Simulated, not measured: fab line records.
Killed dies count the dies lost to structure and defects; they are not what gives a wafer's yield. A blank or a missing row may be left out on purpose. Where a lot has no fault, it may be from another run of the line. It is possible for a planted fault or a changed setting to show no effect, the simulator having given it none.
Which tool is to blame? || flow nand_harc || route of 1302 steps, sampled at 1 step: 6 lots, 18 wafers

WHAT EACH GAUGE READ, for each wafer
NHARC_P_STI_OCD_MEAS_43.
{"lot": "L383", "measured": "day 3 10:25", "on": "ocd-01", "trench_depth_nm (nm)": "307 305 307"}
{"lot": "L388", "measured": "day 5 10:40", "on": "ocd-02", "trench_depth_nm (nm)": "299 304 306"}
{"lot": "L391", "measured": "day 6 14:24", "on": "ocd-01", "trench_depth_nm (nm)": "294 297 296"}
{"lot": "L397", "measured": "day 9 02:56", "on": "ocd-02", "trench_depth_nm (nm)": "297 296 296"}
{"lot": "L403", "measured": "day 11 17:09", "on": "ocd-02", "trench_depth_nm (nm)": "301 302 299"}
{"lot": "L405", "measured": "day 12 09:55", "on": "ocd-02", "trench_depth_nm (nm)": "300 299 300"}

EACH LOT AND THE TOOL THAT RAN IT (in order: tool; ch and the chambers of the sampled wafers; start)
The record holds no process step before these readings.

THE ANSWER, worked out from the rows above alone
Rule: the lots themselves supply what counts as usual. Put in order of their means at a reading, lots are off if they are a third of the lots or fewer, leave a main group of 4 or more, and stand apart from it by a gap of 3 or more times the standard deviation of the main group's means; of several such gaps the widest counts. A main group is skipped when, at the precision printed for the reading in the tables above, its means are all equal. A lot without any number at a reading at which 4 lots or more have one is off too. Any other lot the step has rows for is counted as sound.
No lot is off on any of the readings shown, so nothing can be concluded from this.

WHAT WAS PUT IN BY THE SIMULATOR
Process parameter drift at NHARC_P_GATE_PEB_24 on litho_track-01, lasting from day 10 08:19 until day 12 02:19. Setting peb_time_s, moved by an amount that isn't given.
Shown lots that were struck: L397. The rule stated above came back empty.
